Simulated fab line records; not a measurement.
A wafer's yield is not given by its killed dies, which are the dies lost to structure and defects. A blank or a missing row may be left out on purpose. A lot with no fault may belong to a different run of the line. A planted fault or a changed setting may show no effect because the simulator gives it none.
Matching of chambers -- flow n5_finfet -- 4 sister chambers for N5_BEOL_M3_STRIP_36 on rie_diel-02
The step strips in N2/H2. 4 wafers are shown with their chamber, then 10 later ones without.

WAFERS WITH THEIR CHAMBER
wafer,chamber,drypump_motor_current_A (A)
L082.5,0,5.1
L086.4,3,5.6
L087.1,2,6.1
L087.5,1,5.7

WAFERS WITHOUT THEIR CHAMBER
wafer,drypump_motor_current_A (A)
L087.6,6.0
L091.1,5.6
L091.2,5.6
L091.4,6.0
L092.4,5.6
L092.5,5.6
L092.6,5.1
L094.1,5.1
L094.2,5.6
L094.3,5.6

CHAMBER TAKEN BY EACH
wafer,from the rows above,in truth
L087.6,2,2
L091.1,3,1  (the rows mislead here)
L091.2,3,3
L091.4,2,2
L092.4,3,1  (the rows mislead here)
L092.5,3,3
L092.6,0,0
L094.1,0,0
L094.2,3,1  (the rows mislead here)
L094.3,3,3
Correct placement for 7 of the 10. Can't be placed from these rows: 0. Number placed wrongly: 3.
How it was worked out, from the rows above alone: a wafer's distance from a chamber is the root of the sum, over the readings, of the square of ((its reading less the chamber's mean) divided by the reading's scatter). If the next closest chamber is less than 2 further off than the closest, the wafer can't be placed; otherwise it belongs to the closest. The mean given for a chamber averages the wafers shown for that chamber. The scatter: root of mean squared gap, hidden wafer to nearest shown wafer, with one shown wafer a chamber.
